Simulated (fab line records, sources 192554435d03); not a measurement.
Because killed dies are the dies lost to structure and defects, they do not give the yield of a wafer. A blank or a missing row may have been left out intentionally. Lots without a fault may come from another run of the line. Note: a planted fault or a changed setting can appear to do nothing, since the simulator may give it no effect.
Lot-split experiment -- flow n5_finfet -- 21 wafers read across 7 lots, on a route 1938 steps long

ABOUT THE SPLIT
At N5_BEOL_M11_TRENCH_ETCH_37 (etches SiCOH lowk in C4F6/O2, target depth 148.83 nm, time 48 s), the setting bias_w was moved away from the recipe's 185 W on 10 of the 21 wafers read, by -14.1% to +13.0%. All remaining wafers had this setting at the recipe value.

FROM THE SPLIT TO THE READING: what the file shows between them, 8 steps
- N5_BEOL_M11_ETCH_41: etches SiCN in CH3F/O2, target depth 42.6 nm, time 86 s
- N5_BEOL_M11_STRIP_77: strips in N2/H2, time 10 s
- N5_BEOL_M11_ECD_50: material Cu, target thk 318 nm
- N5_BEOL_M11_ANNEAL_51: time 90 s
- N5_BEOL_M11_CMP_52: polishes, stops on SiCOH lowk, t overpolish 7 s, target thk 140 nm
- N5_BEOL_M11_THK_MEAS_53: measures by xrf
- N5_BEOL_M11_PRE_CLEAN_55: time 15 s
- N5_BEOL_M11_DEP_56: deposits SiCN from 3MS/NH3, target thk 30 nm, time 10.5 s

THE READING
Measured at N5_BEOL_M11_RS_MEAS_57 by four-point probe: M11_RS, in ohm/sq. Fault-free wafers of this fab line usually give 0.1517 ohm/sq, standard deviation 0.0026 ohm/sq.

wafer,"tool, chamber at the split","bias_w as run, W",against the recipe,"M11_RS, ohm/sq",against lot-mates on the recipe
L075.1,"rie_diel-03, 2",185,recipe,0.1545,-
L075.2,"rie_diel-03, 1",185,recipe,0.1529,-
L075.3,"rie_diel-03, 0",185,recipe,0.1519,-
L076.1,"rie_diel-02, 1",185,recipe,0.1541,-
L076.4,"rie_diel-02, 3",185,recipe,0.1514,-
L076.5,"rie_diel-02, 2",185,recipe,0.1486,-
L085.1,"rie_diel-02, 2",195.4,+5.6%,0.1474,no lot-mate on the recipe
L085.3,"rie_diel-02, 3",195.4,+5.6%,0.1512,no lot-mate on the recipe
L085.6,"rie_diel-02, 1",195.4,+5.6%,0.1520,no lot-mate on the recipe
L087.1,"rie_diel-05, 0",205.6,+11.1%,0.1483,-0.0049
L087.2,"rie_diel-05, 3",185,recipe,0.1543,-
L087.3,"rie_diel-05, 1",185,recipe,0.1521,-
L089.4,"rie_diel-05, 0",185,recipe,0.1485,-
L089.5,"rie_diel-05, 3",159,-14.1%,0.1587,+0.0102
L089.6,"rie_diel-05, 0",159,-14.1%,0.1584,+0.0099
L090.1,"rie_diel-02, 1",185,recipe,0.1512,-
L090.2,"rie_diel-02, 3",185,recipe,0.1491,-
L090.5,"rie_diel-02, 0",209,+13.0%,0.1407,-0.0095
L091.3,"rie_diel-05, 3",175.1,-5.4%,0.1555,no lot-mate on the recipe
L091.4,"rie_diel-05, 0",175.1,-5.4%,0.1540,no lot-mate on the recipe
L091.5,"rie_diel-05, 2",175.1,-5.4%,0.1531,no lot-mate on the recipe

FIT RESULTS
A straight line over all 21 wafers: M11_RS changes by -0.000505 ohm/sq for each +1% of bias_w; r = -0.84; the points scatter about the line by 0.0022 ohm/sq.
The same after taking each lot's own level away (the mean of its wafers on the recipe; 15 wafers): -0.000668 ohm/sq for each +1%; r = -0.95; scatter 0.0015 ohm/sq.
The reading moves by 0.0094 ohm/sq for the largest change in bias_w, on that fit.
From 0.14850 to 0.15320 ohm/sq: that is the span of the lots' own levels, equal to 1.8 times the standard deviation above.
Hence the slope depends on the lot-to-lot level, as the two fits are not the same.
Check: for one of the wafers moved furthest among these (-14.1%), held out of the fit, the line's prediction against its lot-mates is +0.00927 ohm/sq. It came out at +0.0102 ohm/sq against them.
Tool readings at the split's step, against how far the setting was moved: rf_vpp_V r = +0.98.

ADDITIONAL SPLITS CARRIED BY THESE WAFERS
Before the reading, these wafers also passed through other splits. Each is held against what the fit with the lots' levels taken away leaves over:
other split on the same wafers,wafers away from the commonest value,r with M11_RS (lot level and that fit taken away)
N5_BEOL_M10_COAT_60 spin_rpm,8,-0.18
N5_BEOL_M10_VIA_ETCH_34 bias_w,5,+0.05
N5_BEOL_M10_TRENCH_ETCH_37 source_w,5,-0.01
N5_BEOL_M11_VIA_ETCH_34 source_w,8,-0.12

THE WHOLE CHAIN: every reading that the file lists as answering this split, in the file's order
step,what it does,reading,change (the file's fit),r (the file's)
N5_BEOL_M11_TRENCH_ETCH_37,"etches SiCOH lowk in C4F6/O2, target depth 148.83 nm, time 48 s",rf_vpp_V,+5.32 V for each +1% of the setting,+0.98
N5_BEOL_M11_TRENCH_ETCH_37,"etches SiCOH lowk in C4F6/O2, target depth 148.83 nm, time 48 s","BEOL_M11.feature_depth_nm (the simulator's own value, which no gauge read)",+0.558 nm for each +1% of the setting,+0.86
N5_BEOL_M11_TRENCH_ETCH_37,"etches SiCOH lowk in C4F6/O2, target depth 148.83 nm, time 48 s","etch.depth_nm (the simulator's own value, which no gauge read)",+0.562 nm for each +1% of the setting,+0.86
N5_BEOL_M11_CMP_52,"polishes, stops on SiCOH lowk, t overpolish 7 s, target thk 140 nm","Cu_of_BEOL_M11_ECD_50.thk_nm (the simulator's own value, which no gauge read)",+0.551 nm for each +1% of the setting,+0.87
N5_BEOL_M11_THK_MEAS_53,measures by xrf,M11_THK,+0.529 for each +1% of the setting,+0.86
N5_BEOL_M11_RS_MEAS_57,measures by four-point-probe,M11_RS,-0.00065 for each +1% of the setting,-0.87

FILE'S OWN FIT
M11_RS changes by -0.00065 ohm/sq for each +1% of bias_w, r = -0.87.
